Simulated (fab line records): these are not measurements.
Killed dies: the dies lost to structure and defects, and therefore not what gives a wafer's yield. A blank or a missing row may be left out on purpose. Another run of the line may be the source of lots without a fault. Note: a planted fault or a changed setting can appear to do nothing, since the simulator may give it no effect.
Which tool was responsible? -- flow n5-finfet -- Sampling: 24 lots, 72 wafers, 3 of 1938 route steps

## WHAT EACH GAUGE READ, for each wafer
N5_BEOL_M3_RS_MEAS_58: measures by four-point-probe. Usual: for M3_RS the level is 0.68 ohm/sq and the standard deviation is 0.036.
lot,measured,on,M3_RS (ohm/sq),flag
L074,day 8 15:41,film-metro-01,0.64 0.69 0.68,
L075,day 8 18:43,film-metro-01,0.68 0.69 0.66,
L078,day 9 08:01,film-metro-01,0.63 0.68 0.62,
L077,day 9 21:08,film-metro-01,0.66 0.61 0.59,
L079,day 10 11:18,film-metro-02,0.65 0.63 0.63,
L080,day 10 13:59,film-metro-01,0.69 0.66 0.66,
L081,day 10 17:41,film-metro-02,0.67 0.71 0.66,
L082,day 11 02:05,film-metro-01,0.65 0.61 0.60,
L083,day 11 07:06,film-metro-02,0.67 0.66 0.71,
L084,day 11 19:28,film-metro-02,0.68 0.75 0.65,
L085,day 12 21:07,film-metro-01,0.70 0.63 0.64,
L087,day 12 21:17,film-metro-02,0.66 0.73 0.70,
L086,day 12 22:47,film-metro-01,0.65 0.69 0.69,
L076,day 13 11:43,film-metro-02,0.65 0.63 0.66,
L089,day 13 11:50,film-metro-02,0.73 0.71 0.70,
L090,day 13 15:05,film-metro-01,0.64 0.65 0.69,
L088,day 14 08:48,film-metro-02,0.70 0.63 0.67,
L091,day 14 09:10,film-metro-01,0.73 0.71 0.69,
L092,day 14 16:14,film-metro-01,0.67 0.71 0.70,
L093,day 14 18:16,film-metro-01,0.71 0.66 0.69,
L094,day 14 19:26,film-metro-02,0.77 0.72 0.70,
L095,day 14 21:35,film-metro-01,0.73 0.73 0.70,
L096,day 14 21:43,film-metro-01,0.66 0.66 0.66,
L097,day 15 02:19,film-metro-02,0.70 0.68 0.65,

N5_BEOL_M4_CD_MEAS_11 targets a cd of 16.79 nm. Usual: 16.82 nm for cd-nm, sd 0.22.
lot,measured,on,cd-nm (nm),flag
L074,day 8 16:52,cd-sem-02,16.82 16.80 16.55,
L075,day 8 19:58,cd-sem-03,16.75 17.29 16.85,
L078,day 9 09:43,cd-sem-01,17.13 16.59 16.88,
L077,day 9 22:00,cd-sem-03,16.92 16.75 16.97,
L079,day 10 13:40,cd-sem-03,16.41 16.99 16.75,
L080,day 10 14:50,cd-sem-01,16.64 17.21 17.31,
L081,day 10 19:55,cd-sem-01,16.82 16.81 16.72,
L082,day 11 03:54,cd-sem-01,16.87 16.90 16.81,
L083,day 11 09:27,cd-sem-02,16.82 16.56 16.92,
L084,day 11 22:01,cd-sem-03,16.59 16.50 16.92,
L085,day 13 00:04,cd-sem-03,16.97 16.92 16.64,
L087,day 13 00:17,cd-sem-01,16.84 17.22 16.62,
L086,day 13 00:29,cd-sem-01,16.61 16.81 16.39,
L076,day 13 12:32,cd-sem-03,16.74 16.83 16.98,
L089,day 13 12:35,cd-sem-01,16.31 16.06 16.78,
L090,day 13 15:52,cd-sem-02,16.72 17.04 16.89,
L088,day 14 09:56,cd-sem-02,16.83 16.95 16.96,
L091,day 14 10:52,cd-sem-03,16.86 17.35 16.84,
L092,day 14 18:04,cd-sem-03,16.49 16.67 16.63,
L093,day 14 18:53,cd-sem-02,16.79 16.88 17.00,
L094,day 14 21:23,cd-sem-01,16.92 16.60 16.94,
L095,day 14 23:35,cd-sem-03,17.18 16.92 17.05,
L096,day 14 23:46,cd-sem-01,16.58 16.86 16.85,
L097,day 15 03:28,cd-sem-02,17.16 16.91 16.94,

## WHICH TOOL RAN EACH LOT (tool, then ch and the chambers of the sampled wafers, then the start)
lot,N5_BEOL_M3_PRE_CLEAN_60
L074,"cvd-co-02 ch 0,1, day 8 15:27"
L075,"cvd-co-01 ch 1,2, day 8 18:28"
L078,"cvd-co-02 ch 0,2, day 9 07:48"
L077,"cvd-co-01 ch 0,1,2, day 9 20:55"
L079,"cvd-co-01 ch 1,2, day 10 11:01"
L080,"cvd-co-01 ch 0,1,2, day 10 13:46"
L081,"cvd-co-02 ch 1,2, day 10 17:28"
L082,"cvd-co-02 ch 1,2, day 11 01:52"
L083,"cvd-co-01 ch 0,2, day 11 06:53"
L084,"cvd-co-02 ch 1,2, day 11 19:15"
L085,"cvd-co-02 ch 0,2, day 12 20:50"
L087,"cvd-co-01 ch 0,1, day 12 21:02"
L086,"cvd-co-01 ch 1,2, day 12 22:34"
L076,"cvd-co-02 ch 0,1, day 13 11:29"
L089,"cvd-co-02 ch 1,2, day 13 11:36"
L090,"cvd-co-01 ch 0,1, day 13 14:52"
L088,"cvd-co-02 ch 1,2, day 14 08:31"
L091,"cvd-co-02 ch 1,2, day 14 08:53"
L092,"cvd-co-01 ch 0,1,2, day 14 16:01"
L093,"cvd-co-01 ch 0,1,2, day 14 18:03"
L094,"cvd-co-01 ch 0,2, day 14 19:13"
L095,"cvd-co-01 ch 0,2, day 14 21:20"
L096,"cvd-co-02 ch 0,2, day 14 21:26"
L097,"cvd-co-02 ch 0,2, day 15 02:02"
- N5_BEOL_M3_PRE_CLEAN_60: time 15 s.

## AS READ BY THE TOOLS THEMSELVES (means over the sampled wafers that have a number; for cases with no such wafer, the mark the record gives instead)
N5_BEOL_M3_PRE_CLEAN_60. Usual: 87 W for heater-power-w, sd 8.4.
lot,tool,heater-power-w (W),flag
L074,cvd-co-02,98,
L075,cvd-co-01,84,
L078,cvd-co-02,87,
L077,cvd-co-01,84,
L079,cvd-co-01,87,
L080,cvd-co-01,84,
L081,cvd-co-02,92,
L082,cvd-co-02,90,
L083,cvd-co-01,87,
L084,cvd-co-02,92,
L085,cvd-co-02,81,
L087,cvd-co-01,81,
L086,cvd-co-01,88,
L076,cvd-co-02,97,
L089,cvd-co-02,83,
L090,cvd-co-01,82,
L088,cvd-co-02,84,
L091,cvd-co-02,92,
L092,cvd-co-01,85,
L093,cvd-co-01,87,
L094,cvd-co-01,88,
L095,cvd-co-01,88,
L096,cvd-co-02,80,
L097,cvd-co-02,80,

## THE ANSWER, worked out from the rows above alone
Rule: lot off if the mean of its wafers having a number is beyond 3 standard deviations from the usual mean. Also off: a lot with no number at a reading for which 4 or more lots have one. Any other lot the step has rows for is counted as sound. The gauges are gone through in route order, then the tools' own readings, and for those a lot's mean is taken as printed above. At the first step where some lot is off, the reading lying furthest off is the one used; lots without a number count as furthest.
No lot is off on any of the readings shown, so nothing can be concluded from this.

## WHAT THE SIMULATOR PUT IN
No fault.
